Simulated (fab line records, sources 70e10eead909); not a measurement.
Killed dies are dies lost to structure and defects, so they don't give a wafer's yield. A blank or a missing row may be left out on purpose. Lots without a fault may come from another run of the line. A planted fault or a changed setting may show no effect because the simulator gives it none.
Which tool did it? | flow nand_harc | 14 lots, 42 wafers sampled, at 5 steps of a route of 1302

WHAT THE GAUGES READ, wafer by wafer
NHARC_A_M0_INSPECT_27.
lot  | measured     | on                | raw_defect_count
L811 | day 22 15:00 | defect_inspect-01 | 603 579 601
L812 | day 23 04:07 | defect_inspect-01 | 408 424 374
L814 | day 23 16:53 | defect_inspect-01 | 621 526 635
L815 | day 24 06:49 | defect_inspect-01 | 606 742 608
L816 | day 24 06:02 | defect_inspect-01 | 710 694 609
L820 | day 26 00:38 | defect_inspect-02 | 410 439 474
L829 | day 30 18:10 | defect_inspect-01 | 395 427 463
L830 | day 30 00:01 | defect_inspect-01 | 648 589 757
L831 | day 31 00:10 | defect_inspect-01 | 765 930 819
L832 | day 31 08:47 | defect_inspect-02 | 509 647 828
L834 | day 32 06:35 | defect_inspect-01 | 417 486 539
L833 | day 33 17:50 | defect_inspect-01 | 355 321 480

NHARC_A_BONDPAD_OVL_MEAS_35.
lot  | measured     | on         | overlay_x_nm (nm) | overlay_y_nm (nm)
L811 | day 22 21:05 | overlay-02 | 0 0 0             | 0 0 -1
L812 | day 23 10:12 | overlay-01 | 5 6 6             | -2 -2 -2
L814 | day 23 23:11 | overlay-02 | 2 2 1             | 10 10 10
L815 | day 24 13:02 | overlay-01 | 3 2 2             | -4 -5 -5
L816 | day 24 12:37 | overlay-01 | -2 -3 -2          | 1 1 1
L820 | day 26 06:46 | overlay-01 | 13 13 13          | -4 -4 -4
L829 | day 31 00:12 | overlay-02 | 3 3 3             | -11 -11 -11
L830 | day 30 06:10 | overlay-02 | -7 -7 -7          | 13 12 12
L831 | day 31 06:14 | overlay-02 | -1 0 -1           | -14 -14 -13
L832 | day 31 15:05 | overlay-01 | -2 -2 -1          | -12 -12 -12
L834 | day 32 12:45 | overlay-02 | -6 -5 -5          | 3 3 3
L833 | day 33 23:58 | overlay-02 | 0 0 1             | -9 -9 -10

NHARC_END_SORT_01.
lot  | measured     | on        | defect_limited_yield (%) | killed_at_array | killed_at_other | killed_at_periphery | killed_dies | killed_open | killed_short
L812 | day 24 14:47 | prober-02 | 91.0 91.4 90.8           | 59 54 58        | 0 1 0           | 2 3 4               | 61 58 62    | 2 3 5       | 0 1 1
L815 | day 25 19:09 | prober-02 | 87.0 88.5 87.3           | 86 72 80        | 1 2 2           | 1 4 4               | 88 78 86    | 2 0 3       | 0 3 1
L816 | day 25 19:49 | prober-01 | 92.6 92.5 90.8           | 43 48 58        | 1 0 1           | 6 3 3               | 50 51 62    | 4 5 2       | 2 2 4
L820 | day 27 15:46 | prober-01 | 88.0 91.0 92.2           | 70 57 48        | 0 0 0           | 11 4 5              | 81 61 53    | 7 3 5       | 4 3 1
L823 | day 28 12:28 | prober-02 | 0 0 0                    | 80 76 78        | 0 0 0           | 597 601 599         | 677 677 677 | 2 2 3       | 3 3 2
L824 | day 30 12:04 | prober-02 | 0 0 0                    | 36 24 25        | 0 0 0           | 641 653 652         | 677 677 677 | 3 3 3       | 4 3 3

WHICH TOOL RAN EACH LOT (tool, then ch and the chambers of the sampled wafers, then the start)
lot  | NHARC_P_M2_DEP_00               | NHARC_A_M0_PRE_CLEAN_29
L811 | pecvd-02 ch 0,1,2, day 6 10:50  | pvd_sputter-02, day 22 15:00 or earlier
L812 | pecvd-03 ch 0,2, day 7 01:40    | pvd_sputter-02, day 23 04:07 or earlier
L814 | pecvd-03 ch 0,1, day 7 12:43    | pvd_sputter-02, day 23 16:53 or earlier
L815 | pecvd-02 ch 0,2, day 8 01:47    | pvd_sputter-02, day 24 06:49 or earlier
L816 | pecvd-03 ch 0,1,2, day 8 12:20  | pvd_sputter-02, day 24 06:02 or earlier
L820 | pecvd-03 ch 1,2, day 10 02:02   | pvd_sputter-03, day 26 00:38 or earlier
L823 | pecvd-02 ch 1,2, day 11 14:38   | -
L824 | pecvd-02 ch 0,1,2, day 11 17:01 | -
L829 | pecvd-02 ch 0,2, day 14 01:10   | pvd_sputter-02, day 30 18:10 or earlier
L830 | pecvd-03 ch 0,1,2, day 14 05:46 | pvd_sputter-01, day 30 00:01 or earlier
L831 | pecvd-03 ch 0,1,2, day 14 17:12 | pvd_sputter-01, day 31 00:10 or earlier
L832 | pecvd-03 ch 0,1,2, day 14 22:52 | pvd_sputter-02, day 31 08:47 or earlier
L834 | pecvd-02 ch 0,2, day 15 20:59   | pvd_sputter-02, day 32 06:35 or earlier
L833 | pecvd-01 ch 1,2, day 16 22:35   | pvd_sputter-01, day 33 17:50 or earlier
- NHARC_P_M2_DEP_00: deposits SiOC, target thk 182.5 nm.
- NHARC_A_M0_PRE_CLEAN_29: time 30 s.

WHAT THE TOOLS THEMSELVES READ (means of the sampled wafers that have a number; where no wafer has one, the mark that the record gives instead)
NHARC_A_M0_PRE_CLEAN_29.
lot  | tool           | heater_power_w (W)
L811 | pvd_sputter-02 | 413
L812 | pvd_sputter-02 | 414
L814 | pvd_sputter-02 | 375
L815 | pvd_sputter-02 | 413
L816 | pvd_sputter-02 | 409
L820 | pvd_sputter-03 | 396
L829 | pvd_sputter-02 | 403
L830 | pvd_sputter-01 | 431
L831 | pvd_sputter-01 | 422
L832 | pvd_sputter-02 | 381
L834 | pvd_sputter-02 | 382
L833 | pvd_sputter-01 | 394

THE ANSWER, worked out from the rows above alone
Rule: what is usual is taken from the lots themselves. Put in order of their means at a reading, lots are off if they are a third of the lots or fewer, leave a main group of 4 or more, and stand apart from it by a gap of 3 or more times the standard deviation of the main group's means; of several such gaps the widest counts. A main group whose means are all the same, to the digits that the tables above print for the reading, isn't used. A lot without any number at a reading at which 4 lots or more have one is off too. The other lots that the step has rows for count as sound. The gauges are gone through in route order, then the tools' own readings, and for those a lot's mean is taken as printed above. The first step at which some lot is off is used, and at that step the reading that is off furthest; a lot without a number counts as furthest.
Off: L823, L824, at NHARC_END_SORT_01 (killed_at_periphery). The main group: mean 4.2, standard deviation 1.5. Neither off nor sound, because the step has no rows for them: L811, L814, L829, L830, L831, L832, L834, L833.
A tool fits if, at a process step before that reading, it ran every lot that is off, and no sound lot after the first of them. The gauges at NHARC_END_SORT_01 are tried like those tools. NHARC_A_M0_PRE_CLEAN_29 gives no start for some lots, so the hours and the order of its lots are those of NHARC_A_M0_INSPECT_27. Can't be told from this: 2 tools fit, pecvd-02 at NHARC_P_M2_DEP_00, prober-02 at NHARC_END_SORT_01.

WHAT THE SIMULATOR HAD PUT IN
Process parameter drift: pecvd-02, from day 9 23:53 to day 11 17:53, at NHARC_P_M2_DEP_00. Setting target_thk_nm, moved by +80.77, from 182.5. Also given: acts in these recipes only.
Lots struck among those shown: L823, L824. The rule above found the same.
